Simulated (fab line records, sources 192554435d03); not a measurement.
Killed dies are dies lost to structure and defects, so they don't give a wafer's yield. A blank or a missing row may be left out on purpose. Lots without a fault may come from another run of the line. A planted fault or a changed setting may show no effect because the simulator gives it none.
Which tool did it? | flow n5_finfet | 24 lots, 72 wafers sampled, at 1 step of a route of 1938

WHAT THE GAUGES READ, wafer by wafer
N5_BEOL_M4_OVL_MEAS_12.
lot  | measured     | on         | M4_OVL (nm)
L074 | day 8 04:31  | overlay-01 | -0.3 -0.2 0.1
L076 | day 8 07:29  | overlay-02 | 0.0 -0.8 0.8
L075 | day 8 07:40  | overlay-02 | -0.1 -0.3 -0.1
L077 | day 8 10:59  | overlay-01 | -1.1 -0.9 0.2
L078 | day 8 19:20  | overlay-01 | 0.6 1.1 -0.3
L080 | day 8 20:09  | overlay-02 | -0.7 -0.8 -0.7
L079 | day 8 21:50  | overlay-02 | 0.5 0.2 -0.1
L082 | day 9 22:03  | overlay-02 | -0.7 -1.4 -0.9
L081 | day 9 22:26  | overlay-02 | 0.4 0.1 -0.3
L084 | day 10 07:04 | overlay-02 | 0.1 0.1 0.7
L083 | day 10 07:32 | overlay-01 | -0.4 -0.9 1.0
L085 | day 10 22:29 | overlay-01 | -0.5 -0.1 -1.1
L087 | day 10 23:13 | overlay-02 | -0.5 -0.6 0.2
L088 | day 11 07:11 | overlay-02 | 0.2 -0.3 -0.5
L086 | day 11 10:56 | overlay-01 | 0.0 -0.1 -0.1
L089 | day 11 11:07 | overlay-01 | 0.2 0.9 0.9
L091 | day 11 16:04 | overlay-01 | -1.3 -0.3 -0.6
L090 | day 11 19:59 | overlay-01 | -0.7 -0.6 0.6
L092 | day 12 09:02 | overlay-01 | -0.6 0.6 -0.3
L093 | day 12 15:23 | overlay-02 | 2.0 1.2 2.1
L094 | day 13 00:29 | overlay-01 | 1.0 -0.3 0.4
L095 | day 13 01:34 | overlay-02 | -0.4 -0.5 0.0
L097 | day 13 19:59 | overlay-02 | -0.5 -0.3 -0.1
L096 | day 13 21:22 | overlay-02 | 1.2 0.2 0.6

WHICH TOOL RAN EACH LOT (tool, then ch and the chambers of the sampled wafers, then the start)
The record holds no process step before these readings.

WHAT THE TOOLS THEMSELVES READ (means of the sampled wafers that have a number; where no wafer has one, the mark that the record gives instead)
The record holds no such reading with a usual standard deviation.

THE ANSWER, worked out from the rows above alone
Rule: what is usual is taken from the lots themselves. Put in order of their means at a reading, lots are off if they are a third of the lots or fewer, leave a main group of 4 or more, and stand apart from it by a gap of 3 or more times the standard deviation of the main group's means; of several such gaps the widest counts. A main group whose means are all the same, to the digits that the tables above print for the reading, isn't used. A lot without any number at a reading at which 4 lots or more have one is off too. The other lots that the step has rows for count as sound. The gauges are gone through in route order, then the tools' own readings, and for those a lot's mean is taken as printed above. The first step at which some lot is off is used, and at that step the reading that is off furthest; a lot without a number counts as furthest.
No lot is off at any reading shown: from this, nothing can be told.

WHAT THE SIMULATOR HAD PUT IN
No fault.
